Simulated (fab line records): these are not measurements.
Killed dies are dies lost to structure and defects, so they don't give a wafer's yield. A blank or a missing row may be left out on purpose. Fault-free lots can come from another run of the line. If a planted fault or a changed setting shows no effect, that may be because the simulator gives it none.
Comparing a struck lot with a sound one    flow nand-harc    13 steps out of a route of 1302
Sound: the wafers L708.2, L708.4, L708.5. Wafers L699.2, L699.5, L699.6 were the ones struck. The cause is named last.
Order at every step that has rows: each side's tool, ch and its chambers, its first start. Under that, the readings that differ: sound wafers    struck wafers    difference of the means    sigmas: that difference in standard deviations of wafers without a fault.
alike: a reading whose means differ by less than 2 such deviations, as well as words and numbers matching on both sides. not compared: withheld readings; readings where some wafer has no value; bounds like >300 that might hide an equal value; numbers whose values overlap and for which the record gives no deviation.
Wherever a step has rows on one side only, a row that says differs or no value, or a row with sigmas, the two part there. When numbers do not overlap yet have no deviation, they are printed without sigmas and do not part them. A reading missing from all wafers of one side parts the sides only when that side holds two or more wafers.

NHARC_A_BONDPAD_THK_MEAS_20: measures by xrf.
  struck on film-metro-02, day 26 17:59; sound on film-metro-02, day 30 11:42
  alike: thk-nm
then, 1 step without rows for these wafers: NHARC_A_BONDPAD_SRD_21 (time 30 s, dry time 20 s).
NHARC_A_BONDPAD_INSPECT_23:
  struck on defect-inspect-02, day 26 18:12; sound on defect-inspect-01, day 30 11:55
  alike: raw-defect-count
NHARC_HYBRID_BOND_ACTIVATE_00: chemistry N2, time 60 s.
  sound on rie-diel-09 ch 0,1,2, day 30 11:59; struck on rie-diel-08 ch 1,2, day 26 18:16
  alike: drypump-motor-current-A, oes-product-au, rf-vpp-V, showerhead-plenum-p-Torr
  not compared: rf-hours-counter-h
then, 4 steps without rows for these wafers: NHARC_HYBRID_BOND_PRECLEAN_01 (cleans in DIW, time 300 s); NHARC_HYBRID_BOND_SRD_02 (time 30 s, dry time 20 s); NHARC_HYBRID_BOND_BOND_03; NHARC_HYBRID_BOND_ANNEAL_04 (time 7200 s).
NHARC_HYBRID_BOND_OVL_MEAS_05:
  struck on overlay-02, day 27 05:58; sound on overlay-02, day 30 21:24
  alike: overlay-x-nm, overlay-y-nm
NHARC_HYBRID_BOND_INSPECT_06: inspects for defects (ir void).
  struck on defect-inspect-01, day 27 06:01; sound on defect-inspect-02, day 30 21:27
  alike: raw-defect-count
NHARC_THIN_TSV_GRIND_00:
  sound on grinder-01 ch 0, day 30 21:47; struck on grinder-01 ch 0, day 27 06:22
  alike: motor-current-A
NHARC_THIN_TSV_CMP_01: polishes.
  sound on cmp-01 ch 0,1,3, day 30 22:49; struck on cmp-03 ch 1,2,3, day 27 07:27
  alike: motor-current-A
NHARC_END_SORT_01:
  sound on prober-02 ch 0, day 31 15:52; struck on prober-02 ch 0, day 28 10:31
reading                   sound           struck                                                                difference                    sigmas
hold                      - - -           await-dispo/2.2h/scrap await-dispo/2.2h/scrap await-dispo/2.2h/scrap  no value on the sound wafers  
defect-limited-yield (%)  90.3 89.2 92.5  0 0 0                                                                 -91                           -31
killed-at-other           0 0 1           618 621 619                                                           +619                          +99 or more
killed-dies               66 73 51        677 677 677                                                           +614                          +31
  alike: killed-at-array, killed-at-periphery, killed-open, killed-short

WHERE THEY PART
Within this record, at NHARC_END_SORT_01 only.

WHY: what had been put in by the simulator
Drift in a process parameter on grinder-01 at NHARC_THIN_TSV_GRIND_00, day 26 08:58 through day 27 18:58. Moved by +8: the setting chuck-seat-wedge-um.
